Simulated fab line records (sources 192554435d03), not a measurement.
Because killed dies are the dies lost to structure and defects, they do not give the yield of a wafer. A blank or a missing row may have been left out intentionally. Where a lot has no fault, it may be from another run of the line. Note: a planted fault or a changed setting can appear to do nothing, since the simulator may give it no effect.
Lot-split experiment / flow n5-finfet / 33 wafers read from 7 lots, route of 1938 steps

== ON THE SPLIT ==
At N5_BEOL_M15_TRENCH_ETCH_34 (etches SiO2 in C4F8/O2/Ar, target depth 872.93 nm, time 199 s), the setting time-s was moved away from the recipe's 199 s on 13 of the 33 wafers read, by -25.4% to +45.5%. The other wafers ran this setting at the recipe's value.

== FROM THE SPLIT TO THE READING: what the file shows between them, 4 steps ==
- N5_BEOL_M15_STRIP_36: strips in O2
- N5_BEOL_M15_ECD_47: material Cu, target thk 1860 nm
- N5_BEOL_M15_ANNEAL_48: time 90 s
- N5_BEOL_M15_CMP_49: polishes, stops on SiO2, t overpolish 4.9 s, target thk 850 nm

== THE READING ==
M15_THK, in nm, at N5_BEOL_M15_THK_MEAS_50 (measures by xrf). On this fab line, fault-free wafers typically give 829 nm with a standard deviation of 13 nm.

wafer=L075.2; tool, chamber at the split=rie-diel-06, 0; time-s as run, s=199; against the recipe=recipe; M15_THK, nm=831; against lot-mates on the recipe=-
wafer=L075.3; tool, chamber at the split=rie-diel-06, 2; time-s as run, s=260.4; against the recipe=+30.9%; M15_THK, nm=1096; against lot-mates on the recipe=+265
wafer=L075.4; tool, chamber at the split=rie-diel-06, 1; time-s as run, s=260.4; against the recipe=+30.9%; M15_THK, nm=1118; against lot-mates on the recipe=+287
wafer=L077.2; tool, chamber at the split=rie-diel-06, 1; time-s as run, s=199; against the recipe=recipe; M15_THK, nm=835; against lot-mates on the recipe=-
wafer=L077.5; tool, chamber at the split=rie-diel-06, 2; time-s as run, s=289.6; against the recipe=+45.5%; M15_THK, nm=1201; against lot-mates on the recipe=+366
wafer=L077.6; tool, chamber at the split=rie-diel-06, 3; time-s as run, s=289.6; against the recipe=+45.5%; M15_THK, nm=1237; against lot-mates on the recipe=+402
wafer=L078.1; tool, chamber at the split=rie-diel-03, 2; time-s as run, s=262.8; against the recipe=+32.1%; M15_THK, nm=1102; against lot-mates on the recipe=+275
wafer=L078.2; tool, chamber at the split=rie-diel-03, 3; time-s as run, s=199; against the recipe=recipe; M15_THK, nm=840; against lot-mates on the recipe=-
wafer=L078.3; tool, chamber at the split=rie-diel-03, 1; time-s as run, s=199; against the recipe=recipe; M15_THK, nm=811; against lot-mates on the recipe=-
wafer=L078.4; tool, chamber at the split=rie-diel-03, 0; time-s as run, s=262.8; against the recipe=+32.1%; M15_THK, nm=1088; against lot-mates on the recipe=+261
wafer=L078.5; tool, chamber at the split=rie-diel-03, 1; time-s as run, s=262.8; against the recipe=+32.1%; M15_THK, nm=1069; against lot-mates on the recipe=+242
wafer=L078.6; tool, chamber at the split=rie-diel-03, 0; time-s as run, s=199; against the recipe=recipe; M15_THK, nm=830; against lot-mates on the recipe=-
wafer=L076.1; tool, chamber at the split=rie-diel-03, 0; time-s as run, s=199; against the recipe=recipe; M15_THK, nm=809; against lot-mates on the recipe=-
wafer=L076.2; tool, chamber at the split=rie-diel-03, 1; time-s as run, s=199; against the recipe=recipe; M15_THK, nm=805; against lot-mates on the recipe=-
wafer=L076.3; tool, chamber at the split=rie-diel-03, 2; time-s as run, s=199; against the recipe=recipe; M15_THK, nm=828; against lot-mates on the recipe=-
wafer=L076.4; tool, chamber at the split=rie-diel-03, 3; time-s as run, s=199; against the recipe=recipe; M15_THK, nm=825; against lot-mates on the recipe=-
wafer=L076.5; tool, chamber at the split=rie-diel-03, 3; time-s as run, s=199; against the recipe=recipe; M15_THK, nm=825; against lot-mates on the recipe=-
wafer=L076.6; tool, chamber at the split=rie-diel-03, 0; time-s as run, s=199; against the recipe=recipe; M15_THK, nm=816; against lot-mates on the recipe=-
wafer=L093.2; tool, chamber at the split=rie-diel-05, 1; time-s as run, s=199; against the recipe=recipe; M15_THK, nm=848; against lot-mates on the recipe=-
wafer=L093.4; tool, chamber at the split=rie-diel-05, 3; time-s as run, s=199; against the recipe=recipe; M15_THK, nm=819; against lot-mates on the recipe=-
wafer=L093.5; tool, chamber at the split=rie-diel-05, 0; time-s as run, s=199; against the recipe=recipe; M15_THK, nm=829; against lot-mates on the recipe=-
wafer=L094.1; tool, chamber at the split=rie-diel-03, 1; time-s as run, s=199; against the recipe=recipe; M15_THK, nm=845; against lot-mates on the recipe=-
wafer=L094.2; tool, chamber at the split=rie-diel-03, 3; time-s as run, s=285.5; against the recipe=+43.5%; M15_THK, nm=1195; against lot-mates on the recipe=+363
wafer=L094.3; tool, chamber at the split=rie-diel-03, 2; time-s as run, s=285.5; against the recipe=+43.5%; M15_THK, nm=1197; against lot-mates on the recipe=+365
wafer=L094.4; tool, chamber at the split=rie-diel-03, 1; time-s as run, s=285.5; against the recipe=+43.5%; M15_THK, nm=1222; against lot-mates on the recipe=+390
wafer=L094.5; tool, chamber at the split=rie-diel-03, 2; time-s as run, s=199; against the recipe=recipe; M15_THK, nm=828; against lot-mates on the recipe=-
wafer=L094.6; tool, chamber at the split=rie-diel-03, 3; time-s as run, s=199; against the recipe=recipe; M15_THK, nm=822; against lot-mates on the recipe=-
wafer=L097.1; tool, chamber at the split=rie-diel-06, 0; time-s as run, s=199; against the recipe=recipe; M15_THK, nm=819; against lot-mates on the recipe=-
wafer=L097.2; tool, chamber at the split=rie-diel-06, 2; time-s as run, s=199; against the recipe=recipe; M15_THK, nm=809; against lot-mates on the recipe=-
wafer=L097.3; tool, chamber at the split=rie-diel-06, 0; time-s as run, s=148.5; against the recipe=-25.4%; M15_THK, nm=601; against lot-mates on the recipe=-217
wafer=L097.4; tool, chamber at the split=rie-diel-06, 2; time-s as run, s=148.5; against the recipe=-25.4%; M15_THK, nm=591; against lot-mates on the recipe=-227
wafer=L097.5; tool, chamber at the split=rie-diel-06, 0; time-s as run, s=199; against the recipe=recipe; M15_THK, nm=827; against lot-mates on the recipe=-
wafer=L097.6; tool, chamber at the split=rie-diel-06, 2; time-s as run, s=148.5; against the recipe=-25.4%; M15_THK, nm=593; against lot-mates on the recipe=-225

FIT RESULTS
A straight line over all 33 wafers: M15_THK changes by +8.72 nm for each +1% of time-s; r = +1.00; the points scatter about the line by 14 nm.
The same after taking each lot's own level away (the mean of its wafers on the recipe; 33 wafers): +8.55 nm for each +1%; r = +1.00; scatter 12 nm.
On that fit, the largest move of time-s shifts the reading by 3.9e+02 nm.
Measured against the standard deviation above, the lots' own levels, which go from 818.0 to 835.0 nm, span 1.3 times it.
The two slopes agree, so the slope changes little with the lot-to-lot level.
Check: for one of the wafers moved furthest among these (+45.5%), held out of the fit, the line's prediction against its lot-mates is +391 nm. Against them it came out at +366 nm.

== THE OTHER SPLITS THESE WAFERS WENT THROUGH ==
Note: prior to the reading, these wafers also went through further splits. Each is held against what the fit with the lots' levels taken away leaves over:
other split on the same wafers=N5_BEOL_M11_TRENCH_ETCH_37 target-depth-a; wafers away from the commonest value=13; r with M15_THK (lot level and that fit taken away)=+0.17

== THE WHOLE CHAIN: every reading that the file lists as answering this split, in the file's order ==
step=N5_BEOL_M15_TRENCH_ETCH_34; what it does=etches SiO2 in C4F8/O2/Ar, target depth 872.93 nm, time 199 s; reading=etch.depth-nm (the simulator's own value, which no gauge read); change (the file's fit)=+8.69 nm for each +1% of the setting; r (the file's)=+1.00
step=N5_BEOL_M15_TRENCH_ETCH_34; what it does=etches SiO2 in C4F8/O2/Ar, target depth 872.93 nm, time 199 s; reading=coat_of_BEOL_M15_COAT_22.thk-nm (the simulator's own value, which no gauge read); change (the file's fit)=-1.73 nm for each +1% of the setting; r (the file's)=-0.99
step=N5_BEOL_M15_CMP_49; what it does=polishes, stops on SiO2, t overpolish 4.9 s, target thk 850 nm; reading=Cu_of_BEOL_M15_ECD_47.thk-nm (the simulator's own value, which no gauge read); change (the file's fit)=+8.69 nm for each +1% of the setting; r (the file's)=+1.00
step=N5_BEOL_M15_THK_MEAS_50; what it does=measures by xrf; reading=M15_THK; change (the file's fit)=+8.51 for each +1% of the setting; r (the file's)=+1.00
step=N5_BEOL_M15_RS_MEAS_54; what it does=measures by four-point-probe; reading=M15_RS; change (the file's fit)=not straight: 0.0304 at the lowest setting, 0.0219 at the recipe, 0.0147 at the highest; r (the file's)=not given

== FILE'S OWN FIT ==
M15_THK changes by +8.51 nm for each +1% of time-s, r = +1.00.
